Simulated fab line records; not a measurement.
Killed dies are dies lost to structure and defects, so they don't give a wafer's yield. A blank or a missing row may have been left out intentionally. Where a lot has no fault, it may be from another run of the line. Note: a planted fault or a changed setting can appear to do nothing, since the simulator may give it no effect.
Matching of chambers    flow nand harc    4 sister chambers for NHARC_A_M1_STRIP_18 on rie diel-02
The step strips in N2/H2. 4 wafers are shown with their chamber, then 7 later ones without.

WAFERS, EACH WITH ITS CHAMBER
wafer   chamber  throttle valve pct (%)
L084.3  3        14.154
L084.4  1        14.173
L088.1  2        14.173
L088.3  0        14.183

WAFERS WITHOUT THEIR CHAMBER
wafer   throttle valve pct (%)
L088.6  14.175
L086.2  14.168
L086.3  14.169
L086.5  14.174
L097.1  14.163
L097.2  14.164
L097.6  14.169

WHICH CHAMBER EACH ONE RAN IN
wafer   from the rows above                in truth
L088.6  can't be placed: 1 or 2 or 0       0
L086.2  can't be placed: 1 or 2 or 3 or 0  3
L086.3  can't be placed: 1 or 2 or 0 or 3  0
L086.5  can't be placed: 1 or 2 or 0       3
L097.1  can't be placed: 3 or 1 or 2 or 0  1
L097.2  can't be placed: 1 or 2 or 3 or 0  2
L097.6  can't be placed: 1 or 2 or 0 or 3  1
Placed correctly: 0 of 7. From these rows, 7 cannot be placed; in 6 the true chamber is one of the candidates. Wrongly placed: 0.
How it was worked out, from the rows above alone: a wafer's distance from a chamber is the root of the sum, over the readings, of the square of ((its reading less the chamber's mean) divided by the reading's scatter). The wafer belongs to the nearest chamber; if the next one is less than 2 further off, it can't be placed. Each chamber's mean is taken over the wafers shown for it. The scatter (one wafer shown for each chamber): square how far every hidden wafer sits from the nearest shown wafer, average those squares and take the square root.
